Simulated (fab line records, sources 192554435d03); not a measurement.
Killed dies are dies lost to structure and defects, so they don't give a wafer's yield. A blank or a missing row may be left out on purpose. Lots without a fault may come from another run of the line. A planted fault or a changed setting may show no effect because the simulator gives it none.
Chamber matching | flow n5_finfet | N5_BEOL_M11_DEP_56 on pecvd-02: 3 sister chambers
The step deposits SiCN from 3MS/NH3, target thk 30 nm, time 10.5 s. 20 wafers are shown with their chamber, then 10 later ones without.

WAFERS WITH THEIR CHAMBER
wafer  | chamber | throttle_valve_pct (%) | showerhead_plenum_p_Torr (Torr)
L078.1 | 2       | 16.3                   | 4.186
L078.2 | 0       | 17.8                   | 4.198
L078.6 | 0       | 17.9                   | 4.188
L081.2 | 0       | 17.8                   | 4.181
L081.3 | 2       | 16.5                   | 4.179
L081.5 | 1       | 18.0                   | 4.148
L079.3 | 2       | 16.3                   | 4.177
L079.4 | 1       | 17.9                   | 4.143
L079.6 | 2       | 16.7                   | 4.190
L083.1 | 2       | 16.4                   | 4.188
L083.2 | 1       | 17.8                   | 4.148
L083.3 | 0       | 17.7                   | 4.191
L088.2 | 1       | 17.9                   | 4.152
L088.3 | 0       | 17.8                   | 4.190
L088.6 | 0       | 17.7                   | 4.184
L086.4 | 1       | 17.8                   | 4.160
L086.5 | 0       | 17.9                   | 4.187
L086.6 | 1       | 18.0                   | 4.149
L089.3 | 0       | 17.7                   | 4.191
L089.4 | 2       | 16.9                   | 4.183

SIGNATURES (means of the wafers above)
reading                  | chamber 0 | chamber 1 | chamber 2 | scatter within a chamber
throttle_valve_pct       | 17.788    | 17.900    | 16.517    | 0.149
showerhead_plenum_p_Torr | 4.18875   | 4.15000   | 4.18383   | 0.00529
Rule: a wafer's distance from a chamber is the root of the sum, over the readings, of the square of ((its reading less the chamber's mean) divided by the reading's scatter). The wafer belongs to the nearest chamber; if the next one is less than 2 further off, it can't be placed. The scatter: the root of (the sum of the squares of (reading less its chamber's mean) over the shown wafers, divided by (wafers less chambers)).

WAFERS WITHOUT THEIR CHAMBER
wafer  | throttle_valve_pct (%) | showerhead_plenum_p_Torr (Torr)
L089.6 | 18.0                   | 4.149
L090.1 | 16.8                   | 4.182
L090.4 | 17.7                   | 4.149
L090.6 | 16.7                   | 4.175
L095.1 | 17.8                   | 4.146
L095.3 | 17.1                   | 4.188
L095.4 | 17.7                   | 4.144
L097.1 | 17.7                   | 4.183
L097.2 | 17.8                   | 4.149
L097.5 | 17.9                   | 4.151

WHICH CHAMBER EACH WENT THROUGH
wafer  | from the rows above     | in truth
L089.6 | 1                       | 1
L090.1 | 2                       | 2
L090.4 | 1                       | 1
L090.6 | 2                       | 2
L095.1 | 1                       | 1
L095.3 | can't be placed: 2 or 0 | 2
L095.4 | 1                       | 1
L097.1 | 0                       | 0
L097.2 | 1                       | 1
L097.5 | 1                       | 1
Placed correctly: 9 of 10. Can't be placed from these rows: 1 (the true chamber is among the candidates in 1). Placed wrongly: 0.
